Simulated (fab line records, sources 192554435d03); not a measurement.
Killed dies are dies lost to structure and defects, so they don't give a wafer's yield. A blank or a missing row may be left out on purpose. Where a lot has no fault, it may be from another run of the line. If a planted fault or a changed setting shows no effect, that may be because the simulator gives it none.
fab line records	flow n5-finfet	part 1 of 2: steps 1 to 4 of 6
record lots=21	wafers=63	last-day=17
route steps=1938 shown BEOL_M6@1207
lots that met no fault: taken from a fault-free run of the same line
start-h: the number of hours between the record's first day and the start of the first shown wafer of the lot	wait-h: time in hours since the lot's previous step	" identical to the entry in the row above	L1.1+2: several wafers, shown together as one row	- no value present, or no start provided	* or withheld: withheld	< > ~ a bound
route shown NAME@n: a module of which the file shows steps, and the number in the route of the first	usual: mean/standard deviation taken from wafers without a fault	same: alike in all rows	chamber/n: place in a boat	sites: readings site by site	_std_site: how widely they spread, as a standard deviation	_edge_site: mean of outer sites minus mean of inner sites	radius-mm: for every site, how far away it sits from the centre of the wafer	mask NAME#n: copy n	behind: the most recent tool/chamber to have shaped the wafer	hold: cause of the lot's hold/its duration in hours/its outcome	device: the n, p or np transistor that did not switch	end of line: tests of these same wafers at the route's end	for a step that has no rows: nothing shown but its recipe	killed: dies lost to structure and defects at the first sort, not the wafer's yield	map: a wafer's dies, marking killed ones x, the rest . and places with no die _
set.NAME: the setting as run; set.NAME@STEP: as run at that earlier step	model.NAME: the simulator's own value behind a step, which no gauge read
steps of the route over a sample of lots; a table a step, a row a wafer
services: from which hour (start-h, from the record's first day; less than 0 if before it) a tool's chamber was out of use, for how many hours, and why
## steps
# step N5_BEOL_M6_CD_MEAS_11
# recipe target-cd-nm=38.5	landing-energy-ev=500	detector=se-inlens	polarity=opening
# usual cd-nm=38.6/0.39
# same landing-energy-ev=500
lot.wafer	tool	chamber	start-h	wait-h	cd-nm
L074.4	cd-sem-03	0	171.75	-	38.6
L074.5	"	0	"	"	38.2
L074.6	"	0	"	"	38.5
L075.1	cd-sem-02	0	186.56	-	38.3
L075.3	"	0	"	"	38.5
L075.6	"	0	"	"	38.7
L076.1	cd-sem-01	0	196.32	-	39.3
L076.3	"	0	"	"	39.2
L076.5	"	0	"	"	39.1
L077.1	cd-sem-01	0	196.52	-	38.6
L077.2	"	0	"	"	38.8
L077.5	"	0	"	"	38.4
L078.1	cd-sem-03	0	212.35	-	38.4
L078.3	"	0	"	"	38.0
L078.5	"	0	"	"	39.0
L079.2	cd-sem-01	0	215.69	-	39.2
L079.4	"	0	"	"	39.2
L079.5	"	0	"	"	39.6
L081.3	cd-sem-01	0	219.51	-	39.1
L081.4	"	0	"	"	38.4
L081.5	"	0	"	"	39.4
L082.2	cd-sem-02	0	240.12	-	38.5
L082.3	"	0	"	"	38.4
L082.6	"	0	"	"	38.5
L083.3	cd-sem-01	0	241.91	-	38.1
L083.4	"	0	"	"	38.1
L083.5	"	0	"	"	37.5
L084.4	cd-sem-01	0	245.09	-	38.6
L084.5	"	0	"	"	38.6
L084.6	"	0	"	"	38.4
L085.2	cd-sem-03	0	245.31	-	39.2
L085.4	"	0	"	"	38.6
L085.5	"	0	"	"	38.8
L086.1	cd-sem-02	0	249.11	-	39.4
L086.2	"	0	"	"	38.4
L086.6	"	0	"	"	38.8
L087.1	cd-sem-03	0	250.01	-	38.8
L087.2	"	0	"	"	38.7
L087.3	"	0	"	"	38.9
L088.1	cd-sem-03	0	268.82	-	38.4
L088.4	"	0	"	"	38.4
L088.5	"	0	"	"	38.6
L089.1	cd-sem-01	0	272.37	-	38.6
L089.3	"	0	"	"	38.8
L089.6	"	0	"	"	39.0
L090.3	cd-sem-01	0	276.79	-	38.9
L090.4	"	0	"	"	38.1
L090.6	"	0	"	"	37.9
L092.1	cd-sem-02	0	302.15	-	38.8
L092.2	"	0	"	"	38.7
L092.3	"	0	"	"	38.4
L095.1	cd-sem-01	0	309.01	-	39.0
L095.4	"	0	"	"	39.5
L095.5	"	0	"	"	39.1
L093.3	cd-sem-02	0	314.02	-	38.9
L093.4	"	0	"	"	39.0
L093.6	"	0	"	"	38.6
L094.1	cd-sem-03	0	316.91	-	38.9
L094.4	"	0	"	"	38.9
L094.6	"	0	"	"	38.7
L096.3	cd-sem-03	0	328.22	-	38.8
L096.4	"	0	"	"	38.2
L096.6	"	0	"	"	38.7
# step N5_BEOL_M6_OVL_MEAS_12
# recipe points-per-wafer=44
# usual M6_OVL=-0.4/0.7
lot.wafer	tool	chamber	start-h	wait-h	M6_OVL[nm]
L074.4	overlay-02	0	171.78	0.0	0.0
L074.5	"	0	"	"	1.0
L074.6	"	0	"	"	-0.2
L075.1	overlay-01	0	186.59	0.0	1.0
L075.3	"	0	"	"	0.8
L075.6	"	0	"	"	2.0
L076.1	overlay-02	0	196.35	0.0	-0.7
L076.3	"	0	"	"	-0.8
L076.5	"	0	"	"	-1.1
L077.1	overlay-02	0	196.55	0.0	-2.1
L077.2	"	0	"	"	-1.3
L077.5	"	0	"	"	-1.7
L078.1	overlay-01	0	212.38	0.0	-0.9
L078.3	"	0	"	"	0.0
L078.5	"	0	"	"	-0.6
L079.2	overlay-02	0	215.72	0.0	-1.1
L079.4	"	0	"	"	-0.7
L079.5	"	0	"	"	-0.5
L081.3	overlay-02	0	219.54	0.0	-1.1
L081.4	"	0	"	"	-1.5
L081.5	"	0	"	"	-1.4
L082.2	overlay-02	0	240.15	0.0	0.3
L082.3	"	0	"	"	-1.1
L082.6	"	0	"	"	-0.1
L083.3	overlay-02	0	241.94	0.0	-0.1
L083.4	"	0	"	"	-0.6
L083.5	"	0	"	"	0.1
L084.4	overlay-01	0	245.12	0.0	-1.0
L084.5	"	0	"	"	-1.2
L084.6	"	0	"	"	-0.4
L085.2	overlay-02	0	245.34	0.0	-0.2
L085.4	"	0	"	"	0.1
L085.5	"	0	"	"	0.3
L086.1	overlay-02	0	249.14	0.0	0.1
L086.2	"	0	"	"	-0.2
L086.6	"	0	"	"	0.2
L087.1	overlay-01	0	250.04	0.0	0.2
L087.2	"	0	"	"	0.0
L087.3	"	0	"	"	0.8
L088.1	overlay-01	0	268.85	0.0	-0.7
L088.4	"	0	"	"	0.1
L088.5	"	0	"	"	0.5
L089.1	overlay-02	0	272.40	0.0	-0.4
L089.3	"	0	"	"	-1.2
L089.6	"	0	"	"	0.1
L090.3	overlay-02	0	276.82	0.0	-0.2
L090.4	"	0	"	"	0.0
L090.6	"	0	"	"	-0.8
L092.1	overlay-01	0	302.18	0.0	-0.8
L092.2	"	0	"	"	-1.7
L092.3	"	0	"	"	-2.0
L095.1	overlay-02	0	309.04	0.0	-1.0
L095.4	"	0	"	"	-0.8
L095.5	"	0	"	"	-0.4
L093.3	overlay-01	0	314.05	0.0	-0.9
L093.4	"	0	"	"	0.0
L093.6	"	0	"	"	-0.5
L094.1	overlay-02	0	316.94	0.0	0.3
L094.4	"	0	"	"	-0.3
L094.6	"	0	"	"	0.4
L096.3	overlay-01	0	328.24	0.0	-0.9
L096.4	"	0	"	"	-0.6
L096.6	"	0	"	"	-1.5
# step N5_BEOL_M6_STRIP_67
# recipe chemistry=CF4	resist=SiARC	power-w=300	bias-power-w=75	pressure-mtorr=50	cf4-flow-sccm=150	rf-frequency-hz=6e+07
# usual drypump-motor-current-A=5.9/0.35	oes-product-au=0.79/0.086	rf-vpp-V=271.6/1.3	showerhead-plenum-p-Torr=1.81/0.048	throttle-valve-pct=13.63/0.29
lot.wafer	tool	chamber	start-h	wait-h	drypump-motor-current-A	oes-product-au	rf-hours-counter-h	rf-vpp-V	showerhead-plenum-p-Torr	throttle-valve-pct
L074.4	rie-diel-04	1	172.07	0.0	6.5	0.68	243	271.8	1.84	13.97
L074.5	"	3	"	"	6.2	0.75	-	271.8	1.79	13.93
L074.6	"	2	"	"	6.0	0.75	-	271.4	1.79	13.97
L075.1	rie-diel-04	2	187.17	0.0	6.1	0.75	165	272.0	1.79	13.98
L075.3	"	3	"	"	6.2	0.76	180	271.0	1.79	13.94
L075.6	"	2	"	"	6.1	0.75	-	270.3	1.79	13.97
L076.1	rie-diel-05	0	196.65	0.0	5.7	0.84	44	272.7	1.89	13.23
L076.3	"	1	"	"	5.5	0.71	191	273.0	1.85	13.73
L076.5	"	0	"	"	5.6	0.85	-	271.4	1.89	13.23
L077.1	rie-diel-03	3	196.85	0.0	5.5	0.72	185	270.1	1.79	13.95
L077.2	"	0	"	"	5.7	0.68	238	271.3	1.84	13.94
L077.5	"	3	"	"	5.5	0.73	-	272.6	1.79	13.95
L078.1	rie-diel-05	2	212.71	0.0	5.5	0.83	64	269.9	1.81	13.46
L078.3	"	3	"	"	5.8	0.82	64	269.8	1.75	13.43
L078.5	"	3	"	"	5.8	0.83	-	271.4	1.75	13.44
L079.2	rie-diel-05	1	216.01	0.0	5.5	0.70	198	272.4	1.85	13.75
L079.4	"	0	"	"	5.7	0.83	51	274.0	1.89	13.26
L079.5	"	3	"	"	5.8	0.83	-	269.9	1.75	13.43
L081.3	rie-diel-03	2	219.83	0.0	5.8	0.85	61	273.1	1.89	13.27
L081.4	"	3	"	"	5.5	0.72	193	270.2	1.78	13.95
L081.5	"	0	"	"	5.7	0.68	-	272.5	1.84	13.93
L082.2	rie-diel-04	3	240.44	0.0	6.2	0.73	199	269.2	1.79	13.95
L082.3	"	0	"	"	6.3	0.70	249	272.7	1.84	13.81
L082.6	"	3	"	"	6.3	0.74	-	270.9	1.79	13.98
L083.3	rie-diel-05	0	242.24	0.0	5.6	0.82	57	274.4	1.89	13.25
L083.4	"	0	"	"	5.6	0.83	-	273.0	1.89	13.26
L083.5	"	1	"	"	5.5	0.69	-	271.9	1.85	13.77
L084.4	rie-diel-05	0	245.94	0.0	5.6	0.83	58	272.9	1.89	13.26
L084.5	"	2	"	"	5.5	0.82	-	272.7	1.81	13.48
L084.6	"	1	"	"	5.5	0.70	-	272.8	1.85	13.77
L085.2	rie-diel-05	0	246.20	0.0	5.6	0.83	58	272.9	1.89	13.26
L085.4	"	1	"	"	5.5	0.69	209	273.0	1.85	13.77
L085.5	"	3	"	"	5.8	0.81	-	269.3	1.75	13.46
L086.1	rie-diel-05	2	250.19	0.0	5.5	0.82	77	270.9	1.81	13.50
L086.2	"	0	"	"	5.7	0.82	60	273.9	1.89	13.27
L086.6	"	0	"	"	5.7	0.82	-	275.2	1.89	13.27
L087.1	rie-diel-04	2	250.33	0.0	6.1	0.74	191	270.9	1.79	14.01
L087.2	"	1	"	"	6.4	0.93	15	271.3	1.84	13.50
L087.3	"	3	"	"	6.3	0.73	204	271.5	1.79	13.97
L088.1	rie-diel-04	1	269.15	0.0	6.5	0.92	22	271.2	1.84	13.48
L088.4	"	1	"	"	6.5	0.91	-	271.3	1.84	13.48
L088.5	"	2	"	"	6.1	0.73	-	270.5	1.78	14.05
L089.1	rie-diel-03	0	272.83	0.0	5.7	0.96	9	273.1	1.83	13.39
L089.3	"	2	"	"	5.8	0.83	82	272.8	1.88	13.31
L089.6	"	1	"	"	5.4	0.72	-	269.3	1.71	13.31
L090.3	rie-diel-04	0	277.42	0.0	6.2	0.98	5	270.7	1.84	13.24
L090.4	"	2	"	"	6.1	0.73	202	271.7	1.78	14.05
L090.6	"	0	"	"	6.3	0.98	-	272.2	1.84	13.26
L092.1	rie-diel-03	3	303.26	0.0	5.5	0.70	225	271.4	1.78	14.04
L092.2	"	2	"	"	5.8	0.83	94	274.5	1.88	13.33
L092.3	"	0	"	"	5.7	0.93	20	271.6	1.83	13.40
L095.1	rie-diel-04	2	309.68	0.0	6.1	0.72	211	271.5	1.78	14.09
L095.4	"	3	"	"	6.3	0.72	225	269.7	1.78	14.03
L095.5	"	2	"	"	6.1	0.72	-	269.8	1.78	14.08
L093.3	rie-diel-04	2	314.34	0.0	6.1	0.72	213	272.2	1.78	14.10
L093.4	"	1	"	"	6.5	0.88	37	271.9	1.83	13.52
L093.6	"	0	"	"	6.2	0.94	-	271.7	1.84	13.29
L094.1	rie-diel-05	3	317.34	0.0	5.8	0.78	104	270.4	1.74	13.52
L094.4	"	0	"	"	5.7	0.80	80	272.5	1.88	13.30
L094.6	"	3	"	"	5.8	0.78	-	270.4	1.74	13.52
L096.3	rie-diel-03	1	328.59	0.0	5.4	0.71	219	269.2	1.70	13.35
L096.4	"	1	"	"	5.4	0.71	-	269.9	1.70	13.35
L096.6	"	2	"	"	5.8	0.81	-	272.9	1.88	13.35
# step N5_BEOL_M6_DESCUM_33
# recipe chemistry=O2	time-s=7	source-power-w=50	bias-power-w=20	pressure-mtorr=20	rf-frequency-hz=2.712e+07	temp-c=40	resist=CAR-EUV	o2-flow-sccm=225
# usual drypump-motor-current-A=5.9/0.35	oes-product-au=0.79/0.099	rf-fwd-power-W=49.18/0.24	rf-vpp-V=243.4/1.3	showerhead-plenum-p-Torr=2.11/0.066	throttle-valve-pct=20.47/0.26
# same time-s=7
lot.wafer	tool	chamber	start-h	wait-h	drypump-motor-current-A	oes-product-au	rf-fwd-power-W	rf-hours-counter-h	rf-vpp-V	showerhead-plenum-p-Torr	throttle-valve-pct
L074.4	rie-diel-03	3	173.41	0.0	5.5	0.73	49.18	180	242.0	2.09	20.78
L074.5	"	1	"	"	5.4	0.74	49.10	-	242.2	2.00	20.01
L074.6	"	2	"	"	5.7	0.89	48.72	-	246.8	2.22	20.14
L075.1	rie-diel-05	0	188.16	0.0	5.6	0.86	49.10	41	245.0	2.22	20.09
L075.3	"	1	"	"	5.5	0.70	49.47	188	245.1	2.17	20.53
L075.6	"	2	"	"	5.5	0.85	49.71	-	243.5	2.13	20.35
L076.1	rie-diel-03	0	198.65	0.0	5.7	0.67	49.38	239	243.5	2.15	20.74
L076.3	"	2	"	"	5.8	0.88	48.85	54	244.8	2.22	20.13
L076.5	"	1	"	"	5.4	0.74	49.41	-	241.8	2.00	20.03
L077.1	rie-diel-04	2	198.83	0.0	6.1	0.74	49.42	169	243.4	2.08	20.77
L077.2	"	0	"	"	6.3	0.71	48.92	233	242.3	2.16	20.60
L077.5	"	0	"	"	6.2	0.70	48.77	-	245.2	2.16	20.60
L078.1	rie-diel-03	1	214.78	0.6	5.5	0.72	49.17	178	241.8	2.00	20.03
L078.3	"	0	"	"	5.7	0.67	48.93	244	243.1	2.15	20.75
L078.5	"	1	"	"	5.4	0.73	48.96	-	241.9	2.00	20.04
L079.2	rie-diel-04	1	217.52	0.0	6.4	1.00	49.32	1	243.4	2.15	20.39
L079.4	"	3	"	"	6.3	0.73	49.04	193	242.0	2.07	20.71
L079.5	"	1	"	"	6.4	1.00	49.48	-	244.7	2.15	20.38
L081.3	rie-diel-04	0	220.50	0.0	6.3	0.71	49.00	243	243.2	2.16	20.61
L081.4	"	3	"	"	6.3	0.74	49.04	193	244.2	2.07	20.71
L081.5	"	1	"	"	6.5	0.98	49.43	-	244.2	2.15	20.38
L082.2	rie-diel-04	3	241.11	0.0	6.2	0.74	48.97	200	242.0	2.07	20.69
L082.3	"	2	"	"	6.1	0.74	49.24	186	243.4	2.07	20.79
L082.6	"	1	"	"	6.5	0.95	49.50	-	243.9	2.15	20.39
L083.3	rie-diel-04	1	243.18	0.0	6.4	0.94	49.59	11	243.0	2.15	20.39
L083.4	"	3	"	"	6.2	0.73	49.07	-	242.4	2.07	20.73
L083.5	"	1	"	"	6.5	0.95	49.39	-	243.2	2.15	20.40
L084.4	rie-diel-04	1	247.66	0.1	6.4	0.95	49.52	-	243.8	2.15	20.42
L084.5	"	2	"	"	6.1	0.74	49.34	-	243.6	2.07	20.80
L084.6	"	3	"	"	6.3	0.74	49.11	-	241.8	2.07	20.72
L085.2	rie-diel-03	2	248.08	0.3	5.8	0.85	48.91	73	244.5	2.21	20.18
L085.4	"	0	"	"	5.6	1.01	49.24	0	243.9	2.15	20.38
L085.5	"	1	"	"	5.4	0.72	49.33	-	242.7	1.99	20.05
L086.1	rie-diel-05	1	251.61	0.2	5.5	0.69	49.34	211	245.7	2.16	20.56
L086.2	"	0	"	"	5.6	0.82	48.81	61	246.5	2.21	20.11
L086.6	"	0	"	"	5.6	0.82	48.60	-	244.9	2.21	20.10
L087.1	rie-diel-03	1	251.63	0.1	5.4	0.72	49.29	194	240.5	1.99	20.05
L087.2	"	2	"	"	5.8	0.85	49.12	75	246.2	2.21	20.17
L087.3	"	0	"	"	5.6	1.00	49.02	2	243.5	2.15	20.39
L088.1	rie-diel-03	0	271.17	0.2	5.7	0.97	49.41	8	243.8	2.15	20.42
L088.4	"	3	"	"	5.5	0.70	49.53	213	244.5	2.08	20.86
L088.5	"	1	"	"	5.4	0.71	49.06	-	242.2	1.99	20.05
L089.1	rie-diel-05	1	275.63	0.0	5.5	0.68	49.44	222	243.6	2.16	20.57
L089.3	"	0	"	"	5.6	0.82	48.90	66	244.3	2.21	20.10
L089.6	"	2	"	"	5.5	0.81	49.18	-	241.4	2.11	20.39
L090.3	rie-diel-03	3	278.95	0.4	5.6	0.71	49.36	216	243.3	2.08	20.84
L090.4	"	2	"	"	5.8	0.84	49.07	84	244.2	2.21	20.19
L090.6	"	2	"	"	5.8	0.85	49.23	-	243.2	2.21	20.19
L092.1	rie-diel-04	2	304.67	0.1	6.1	0.71	49.61	210	242.2	2.06	20.83
L092.2	"	3	"	"	6.3	0.71	49.00	224	243.3	2.06	20.73
L092.3	"	0	"	"	6.3	0.95	48.88	14	244.4	2.15	20.28
L095.1	rie-diel-03	0	312.88	0.0	5.7	0.93	49.24	22	244.2	2.14	20.42
L095.4	"	2	"	"	5.8	0.83	48.91	96	245.3	2.20	20.20
L095.5	"	1	"	"	5.5	0.71	49.31	-	241.8	1.99	20.08
L093.3	rie-diel-05	2	315.27	0.3	5.5	0.79	49.12	100	243.2	2.11	20.43
L093.4	"	1	"	"	5.5	0.67	49.48	234	245.5	2.15	20.58
L093.6	"	3	"	"	5.8	0.79	48.99	-	243.0	2.03	20.43
L094.1	rie-diel-04	2	322.44	0.0	6.1	0.71	49.30	215	242.6	2.06	20.83
L094.4	"	0	"	"	6.2	0.96	48.76	18	243.4	2.15	20.29
L094.6	"	3	"	"	6.2	0.71	49.49	-	242.8	2.06	20.75
L096.3	rie-diel-04	2	329.90	0.0	6.0	0.70	49.51	218	242.1	2.06	20.84
L096.4	"	0	"	"	6.2	0.93	48.93	-	243.9	2.15	20.26
L096.6	"	2	"	"	6.1	0.70	49.16	-	242.7	2.06	20.85
